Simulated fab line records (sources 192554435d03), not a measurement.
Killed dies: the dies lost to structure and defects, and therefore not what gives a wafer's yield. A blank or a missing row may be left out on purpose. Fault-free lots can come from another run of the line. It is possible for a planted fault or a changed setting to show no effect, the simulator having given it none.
Chamber matching || flow n5 finfet || rie si-01 running N5_FIN_SAQP_MANDREL_ETCH_58: 4 sister chambers
The step etches a-Si in HBr/Cl2, stops on SiNx, target depth 45 nm, bt time 10 s, time 27 s. 8 wafers are shown with their chamber, then 7 later ones without.

## EACH WAFER AND ITS CHAMBER
{"wafer": "L205.3", "chamber": 2, "drypump motor current A (A)": 5.5, "throttle valve pct (%)": 35.55}
{"wafer": "L205.4", "chamber": 3, "drypump motor current A (A)": 5.5, "throttle valve pct (%)": 35.83}
{"wafer": "L205.6", "chamber": 0, "drypump motor current A (A)": 6.6, "throttle valve pct (%)": 35.69}
{"wafer": "L206.1", "chamber": 1, "drypump motor current A (A)": 5.4, "throttle valve pct (%)": 36.11}
{"wafer": "L206.3", "chamber": 3, "drypump motor current A (A)": 5.5, "throttle valve pct (%)": 35.81}
{"wafer": "L206.5", "chamber": 1, "drypump motor current A (A)": 5.5, "throttle valve pct (%)": 36.09}
{"wafer": "L208.2", "chamber": 2, "drypump motor current A (A)": 5.5, "throttle valve pct (%)": 35.55}
{"wafer": "L208.5", "chamber": 0, "drypump motor current A (A)": 6.6, "throttle valve pct (%)": 35.68}

## WAFERS MISSING THEIR CHAMBER
{"wafer": "L208.6", "drypump motor current A (A)": 5.5, "throttle valve pct (%)": 36.09}
{"wafer": "L211.3", "drypump motor current A (A)": 5.5, "throttle valve pct (%)": 35.57}
{"wafer": "L211.4", "drypump motor current A (A)": 6.7, "throttle valve pct (%)": 35.70}
{"wafer": "L211.6", "drypump motor current A (A)": 5.4, "throttle valve pct (%)": 36.07}
{"wafer": "L217.4", "drypump motor current A (A)": 5.4, "throttle valve pct (%)": 36.08}
{"wafer": "L217.5", "drypump motor current A (A)": 5.5, "throttle valve pct (%)": 35.52}
{"wafer": "L217.6", "drypump motor current A (A)": 5.5, "throttle valve pct (%)": 36.08}

## CHAMBER TAKEN BY EACH
{"wafer": "L208.6", "from the rows above": 1, "in truth": 1}
{"wafer": "L211.3", "from the rows above": 2, "in truth": 2}
{"wafer": "L211.4", "from the rows above": 0, "in truth": 0}
{"wafer": "L211.6", "from the rows above": 1, "in truth": 1}
{"wafer": "L217.4", "from the rows above": 1, "in truth": 1}
{"wafer": "L217.5", "from the rows above": 2, "in truth": 2}
{"wafer": "L217.6", "from the rows above": 1, "in truth": 1}
7 of 7 placed correctly. Can't be placed from these rows: 0. Wrongly placed: 0.
How it was worked out, from the rows above alone: a wafer's distance from a chamber is the root of the sum, over the readings, of the square of ((its reading less the chamber's mean) divided by the reading's scatter). The wafer belongs to the nearest chamber; if the next one is less than 2 further off, it can't be placed. The mean given for a chamber averages the wafers shown for that chamber. The scatter: take each reading less its chamber's mean, square it, sum over the shown wafers, divide by the number of wafers less the number of chambers, and take the root.
